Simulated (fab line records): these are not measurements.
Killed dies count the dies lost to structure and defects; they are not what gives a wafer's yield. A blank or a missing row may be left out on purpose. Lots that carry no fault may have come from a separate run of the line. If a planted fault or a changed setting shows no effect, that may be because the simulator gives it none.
Comparing a struck lot with a sound one ; flow n5-finfet ; 36 steps out of a route of 1938
Sound: the wafers L993.4, L993.5, L993.6. Struck: wafer L103.3. (L103.5, L103.6 of the same lot were not struck and are left out.) The cause comes at the end.
Per side, at each step with rows, come the tool, then ch with its chambers, and then its first start. Under that, the readings that differ: sound wafers ; struck wafers ; difference of the means ; sigmas: that difference in standard deviations of wafers without a fault.
alike: same words and numbers on both sides, and readings whose means sit less than 2 such deviations apart. not compared: any withheld reading, any reading some wafer has no value for, any bound like >300 that may hide the same value, and any number with overlapping values for which the record gives no deviation.
A row with sigmas, a row that says differs or no value, or rows on one side alone: a step with any of these is where the two part. Numbers that have no deviation but don't overlap get no sigmas and don't part them. A reading missing from all wafers of one side parts the sides only when that side holds two or more wafers.

first, 9 steps without rows for these wafers: N5_SD_EPI_N_COAT_33 (time 60 s, resist thk 35 nm); N5_SD_EPI_N_COAT_03 (resist thk 150 nm); N5_SD_EPI_N_EBR_05; N5_SD_EPI_N_SOFTBAKE_04 (time 60 s); N5_SD_EPI_N_EXPOSE_06 (exposes mask SD N BLK, target cd 120 nm); N5_SD_EPI_N_PEB_07 (peb time 60 s); N5_SD_EPI_N_DEVELOP_08 (develop time 30 s); N5_SD_EPI_N_DESCUM_14 (chemistry O2, time 7.9 s); N5_SD_EPI_N_ETCH_34 (etches SiARC in CF4, target depth 45.5 nm, time 75.8 s).
N5_SD_EPI_N_ETCH_35: etches SOC in N2/H2, overetch 108 nm, time 486 s.
  sound on rie-diel-01 ch 2,3, day 3 01:20; struck on rie-diel-01 ch 2, day 5 13:20
reading;sound;struck;difference;sigmas
model.SiARC_of_SD_EPI_N_COAT_33.thk-nm (nm);19.2 19.8 19.2;22;+3;
model.SD_EPI_N.cd-nm (nm);120.6 121 121;119;-2;
  alike: drypump-motor-current-A, h2-flow-sccm, n2-flow-sccm, oes-product-au, rf-vpp-V, showerhead-plenum-p-Torr, throttle-valve-pct
  not compared: rf-hours-counter-h
then, 3 steps without rows for these wafers: N5_SD_EPI_N_STRIP_36 (strips in N2/H2); N5_SD_EPI_N_ETCHBACK_44 (etches SiNx in CH3F/O2, stops on SiO2, target depth 14.5 nm); N5_SD_EPI_N_ETCH_45 (etches SiOCN in CH3F/O2, target depth 6 nm).
N5_SD_EPI_N_ETCH_16: etches SiO2 in CHF3/O2, target depth 5 nm.
  sound on rie-diel-01 ch 2,3, day 3 01:52; struck on rie-diel-01 ch 2, day 5 13:52
reading;sound;struck;difference;sigmas
model.SiARC_of_SD_EPI_N_COAT_33.thk-nm (nm);11.6 12.6 11.6;14.8;+2.9;
  alike: drypump-motor-current-A, oes_ar_750_au, oes-product-au, rf-vpp-V, showerhead-plenum-p-Torr, throttle-valve-pct
  not compared: rf-hours-counter-h
then, 1 step without rows for these wafers: N5_SD_EPI_N_STRIP_47 (strips in CHF3/O2).
N5_SD_EPI_N_SD_RECESS_17: chemistry HBr/Cl2/O2, target depth 41 nm, time 23.7 s, bt time 3 s.
  sound on rie-si-03 ch 0,1, day 3 01:56; struck on rie-si-03 ch 1, day 5 13:56
reading;sound;struck;difference;sigmas
model.SD_EPI_N.cd-nm (nm);120.2 120.8 120.8;119;-2;
  alike: drypump-motor-current-A, he-backside-leak-sccm, oes-product-au, throttle-valve-pct
  not compared: rf-hours-counter-h
then, 19 steps without rows for these wafers: N5_SD_EPI_N_STRIP_38 (strips in N2/H2); N5_SD_EPI_N_WET_ETCH_43 (etches SiO2 in dHF, time 14 s, target depth 1.5 nm); N5_SD_EPI_N_STRIP_18 (strips in SPM, time 750 s); N5_SD_EPI_N_SRD_20 (time 30 s); N5_SD_EPI_N_PRECLEAN_48 (cleans in NF3:NH3, afs cycles 2, time 20 s, sublimation time 60 s); N5_SD_EPI_N_VAPOR_ETCH_50 (etches Si in HCl, time 54 s); N5_SD_EPI_N_EPI_21 (deposits Si:P, time 690 s); N5_SD_EPI_N_PRECLEAN_24 (cleans in O3/DIW, time 60 s); N5_SD_EPI_N_SRD_25 (time 30 s); N5_SD_EPI_N_PRECLEAN_49 (cleans in NF3:NH3, afs cycles 1, time 20 s, sublimation time 60 s); N5_SD_EPI_N_LINER_46 (material SiNx, target thk 3 nm); N5_SD_EPI_P_COAT_34 (time 60 s, resist thk 350 nm); N5_SD_EPI_P_COAT_35 (time 60 s, resist thk 35 nm); N5_SD_EPI_P_COAT_03 (resist thk 150 nm); N5_SD_EPI_P_EBR_05; N5_SD_EPI_P_SOFTBAKE_04 (time 60 s); N5_SD_EPI_P_EXPOSE_06 (exposes mask SD P BLK, target cd 240 nm); N5_SD_EPI_P_PEB_07 (peb time 60 s); N5_SD_EPI_P_DEVELOP_08 (develop time 30 s).
-- record jumps: 9 days separate the struck wafers' starts on either side; left off in module SD_EPI_P, taken up again in module PASSIVATION, whose first shown step is the route's number 1936 --
N5_PASSIVATION_PROBE_49:
  the record has rows for the struck wafers here (prober-01, day 14 11:09) and none for the sound ones

WHERE THEY PART
At N5_PASSIVATION_PROBE_49 and nowhere else, as far as this record goes.

WHY: the cause the simulator had injected
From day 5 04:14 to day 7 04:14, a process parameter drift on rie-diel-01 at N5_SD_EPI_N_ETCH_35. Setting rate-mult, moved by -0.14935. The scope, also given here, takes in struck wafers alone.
